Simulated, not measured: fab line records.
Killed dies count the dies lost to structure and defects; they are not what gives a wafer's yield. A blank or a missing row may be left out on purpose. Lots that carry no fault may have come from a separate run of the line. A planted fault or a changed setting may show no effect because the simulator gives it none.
Matching of chambers + flow n5Finfet + 4 sister chambers for N5_BEOL_M7_STRIP_36 on rieDiel-03
The step strips in N2/H2. 14 wafers are shown with their chamber, then 7 later ones without.

== WAFERS PAIRED WITH THEIR CHAMBERS ==
| wafer  | chamber | showerheadPlenumPTorr (Torr) | drypumpMotorCurrentA (A) | throttleValvePct (%) |
|--------|---------|------------------------------|--------------------------|----------------------|
| L074.3 | 1       | 2.49                         | 5.9                      | 23.15                |
| L074.4 | 2       | 2.50                         | 6.6                      | 23.60                |
| L074.6 | 0       | 2.54                         | 5.3                      | 23.30                |
| L077.2 | 2       | 2.50                         | 6.6                      | 23.62                |
| L077.5 | 1       | 2.49                         | 5.8                      | 23.16                |
| L077.6 | 0       | 2.54                         | 5.3                      | 23.32                |
| L081.2 | 0       | 2.54                         | 5.3                      | 23.34                |
| L081.3 | 1       | 2.49                         | 5.8                      | 23.17                |
| L081.5 | 0       | 2.54                         | 5.2                      | 23.34                |
| L082.3 | 1       | 2.48                         | 5.8                      | 23.17                |
| L082.4 | 2       | 2.50                         | 6.6                      | 23.62                |
| L082.6 | 3       | 2.60                         | 6.4                      | 23.69                |
| L083.4 | 1       | 2.48                         | 5.8                      | 23.22                |
| L083.5 | 1       | 2.48                         | 5.8                      | 23.17                |

SIGNATURES, as means of the wafers listed above
| reading               | chamber 0 | chamber 1 | chamber 2 | chamber 3 | scatter within a chamber |
|-----------------------|-----------|-----------|-----------|-----------|--------------------------|
| showerheadPlenumPTorr | 2.5400    | 2.4850    | 2.5000    | 2.6000    | 0.00387                  |
| drypumpMotorCurrentA  | 5.275     | 5.817     | 6.600     | 6.400     | 0.0398                   |
| throttleValvePct      | 23.3250   | 23.1733   | 23.6133   | 23.6900   | 0.0207                   |
Rule: for a wafer and a chamber, the distance is found by dividing, reading by reading, the gap between the wafer's reading and the chamber's mean by the reading's scatter, squaring, summing and taking the root. The wafer belongs to the nearest chamber; if the next one is less than 2 further off, it can't be placed. The scatter: take each reading less its chamber's mean, square it, sum over the shown wafers, divide by the number of wafers less the number of chambers, and take the root.

== WAFERS MISSING THEIR CHAMBER ==
| wafer  | showerheadPlenumPTorr (Torr) | drypumpMotorCurrentA (A) | throttleValvePct (%) |
|--------|------------------------------|--------------------------|----------------------|
| L083.6 | 2.49                         | 6.6                      | 23.63                |
| L088.1 | 2.53                         | 5.2                      | 23.38                |
| L088.2 | 2.48                         | 5.8                      | 23.19                |
| L088.3 | 2.60                         | 6.4                      | 23.70                |
| L097.2 | 2.52                         | 5.2                      | 23.37                |
| L097.4 | 2.47                         | 5.8                      | 23.21                |
| L097.5 | 2.49                         | 6.6                      | 23.54                |

== THE CHAMBER EACH PASSED THROUGH ==
| wafer  | from the rows above | in truth |
|--------|---------------------|----------|
| L083.6 | 2                   | 2        |
| L088.1 | 0                   | 0        |
| L088.2 | 1                   | 1        |
| L088.3 | 3                   | 3        |
| L097.2 | 0                   | 0        |
| L097.4 | 1                   | 1        |
| L097.5 | 2                   | 2        |
7 of 7 placed correctly. From these rows, 0 cannot be placed. Number placed wrongly: 0.
